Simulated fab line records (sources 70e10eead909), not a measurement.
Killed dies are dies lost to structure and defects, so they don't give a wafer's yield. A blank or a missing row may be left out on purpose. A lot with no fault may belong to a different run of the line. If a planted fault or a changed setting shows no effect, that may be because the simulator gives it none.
Matching of chambers | flow nand_harc | 3 sister chambers for NHARC_A_M1_PRE_CLEAN_32 on pecvd-03
The step time 12 s. 3 wafers are shown with their chamber, then 12 later ones without.

WAFERS, EACH WITH ITS CHAMBER
wafer  | chamber | heater_power_w (W)
L092.1 | 2       | 701
L092.2 | 0       | 501
L092.5 | 1       | 675

WAFERS WITH NO CHAMBER GIVEN
wafer  | heater_power_w (W)
L093.3 | 642
L093.5 | 701
L093.6 | 663
L096.1 | 712
L096.5 | 671
L096.6 | 726
L097.2 | 503
L097.3 | 641
L097.6 | 609
L097.1 | 604
L097.4 | 512
L097.5 | 645

WHICH CHAMBER EACH ONE RAN IN
wafer  | from the rows above          | in truth
L093.3 | can't be placed: 1 or 2      | 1
L093.5 | can't be placed: 2 or 1      | 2
L093.6 | can't be placed: 1 or 2      | 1
L096.1 | can't be placed: 2 or 1      | 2
L096.5 | can't be placed: 1 or 2      | 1
L096.6 | can't be placed: 2 or 1      | 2
L097.2 | 0                            | 0
L097.3 | can't be placed: 1 or 2      | 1
L097.6 | can't be placed: 1 or 2 or 0 | 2
L097.1 | can't be placed: 1 or 2 or 0 | 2
L097.4 | 0                            | 0
L097.5 | can't be placed: 1 or 2      | 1
Correct placement for 2 of the 12. Unplaceable from these rows: 10, with the true chamber sitting among the candidates in 10. Number placed wrongly: 0.
How it was worked out, from the rows above alone: a wafer's distance from a chamber is the root of the sum, over the readings, of the square of ((its reading less the chamber's mean) divided by the reading's scatter). The wafer belongs to the nearest chamber; if the next one is less than 2 further off, it can't be placed. For every chamber, the mean is computed from those of its wafers that are shown. The scatter (one wafer shown for each chamber): square how far every hidden wafer sits from the nearest shown wafer, average those squares and take the square root.
